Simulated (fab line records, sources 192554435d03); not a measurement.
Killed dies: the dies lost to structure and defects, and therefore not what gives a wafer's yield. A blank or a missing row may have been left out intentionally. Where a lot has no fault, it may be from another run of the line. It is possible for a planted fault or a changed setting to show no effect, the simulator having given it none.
Code-filled problem report in 8D (eight disciplines) form / flow n5Finfet / the parts of the form that need people (team, actions taken, sign-off) are left out

1. WHAT IS WRONG
At N5_BEOL_M3_CD_MEAS_28, cdNm averages 18.71 nm over 2 wafers from 2 lots, while fault-free wafers read 25.77 nm, standard deviation 0.27. Relative to the usual mean, that is a shift of -26 standard deviations.
The step: target cd 25.7 nm, target cd y 23.3 nm.
Seen first at day 10 15:25 on cdSem-01, wafer L183.6. The record holds 10 wafers of 4 lots with a number at this step. By rule, "out" or "out of limits" means more than 4 standard deviations away from the usual mean. The other wafers with a number count as sound.

2. WHAT THIS IS AND IS NOT
question=which readings at this step | is=cdNm | is not=-
question=which lots | is=L182, L183 | is not=L175, L190
question=which wafers of those lots | is=L182.2, L183.6 | is not=L182.3, L183.5
question=read on which gauges | is=cdSem-01 | is not=cdSem-02
question=when | is=from day 10 15:25 | is not=up to then (4 sound wafers); but 4 sound wafers of L182, L190 came after

3. THE SUSPECTS, EACH WITH WHAT RULES IT OUT
Counting: any tool at a process step up to the reading remains a suspect provided it ran every lot that is out. Sound lots after the first of them don't rule it out here, since some wafers of a struck lot are sound.
- the gauge at N5_BEOL_M3_CD_MEAS_28: ruled out. All the wafers that are out were read on cdSem-01, but those of them that N5_PASSIVATION_PROBE_49 has rows for are out there too, on other tools.
- euvScanner-02 at N5_BEOL_M3_EXPOSE_25 (exposes mask V2, defocus 5 nm): kept. It ran every lot that is out, first L183 (day 10 15:19); its last sound lot up to then is L175 (day 8 10:42).
Left after counting: euvScanner-02 at N5_BEOL_M3_EXPOSE_25.

4. THE CAUSE (what the simulator had put in)
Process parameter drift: euvScanner-02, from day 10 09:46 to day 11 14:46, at N5_BEOL_M3_EXPOSE_25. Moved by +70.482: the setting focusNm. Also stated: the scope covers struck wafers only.
Only this tool survived the counting.

5. THE EFFECT CHAIN, in route order
Each row: a reading whose mean over the struck wafers that have a number lies more than 3 standard deviations from the usual. Only readings for which the record gives a usual standard deviation are gone through. hours: the time from each lot's start at the first step in this table that gives one to its start at this step, as a median over the lots. sigmas: the change in usual standard deviations.
hours=0; step=N5_BEOL_M3_CD_MEAS_28; reading=cdNm; usual=25.77 nm; on struck wafers=18.71; change=-7.05; sigmas=-26
hours=140; step=N5_PASSIVATION_PROBE_49; reading=defectLimitedYield; usual=91.3 %; on struck wafers=0.2; change=-91.1; sigmas=-65
hours=140; step=N5_PASSIVATION_PROBE_49; reading=killed_at_M0_to_M3; usual=36; on struck wafers=1102; change=+1066; sigmas=+99 or more
hours=140; step=N5_PASSIVATION_PROBE_49; reading=killedDies; usual=103; on struck wafers=1178; change=+1075; sigmas=+67
hours=140; step=N5_PASSIVATION_PROBE_49; reading=killedOnRim; usual=13; on struck wafers=150; change=+138; sigmas=+34
hours=140; step=N5_PASSIVATION_PROBE_49; reading=sort_bin_5_function; usual=5.1 %; on struck wafers=95.8; change=+90.8; sigmas=+99
hours=140; step=N5_PASSIVATION_PROBE_49; reading=sortNPass; usual=1077; on struck wafers=2; change=-1075; sigmas=-63
It contains these process steps:
- N5_PASSIVATION_PROBE_49

6. HOW IT WOULD HAVE BEEN CAUGHT EARLIER
In this record the first reading out of limits at a measuring or inspecting step was taken at day 10 15:25, 6 hours after the fault began at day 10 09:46.
No tool reading at N5_BEOL_M3_EXPOSE_25 that has a usual standard deviation in the record was out on any struck wafer, so an alarm limit of 4 standard deviations on those readings would not have fired.
Among the 2 lots that are out, L182 began N5_BEOL_M3_EXPOSE_25 on euvScanner-02 after day 10 15:25. A tool hold placed at that time would have kept it from harm.
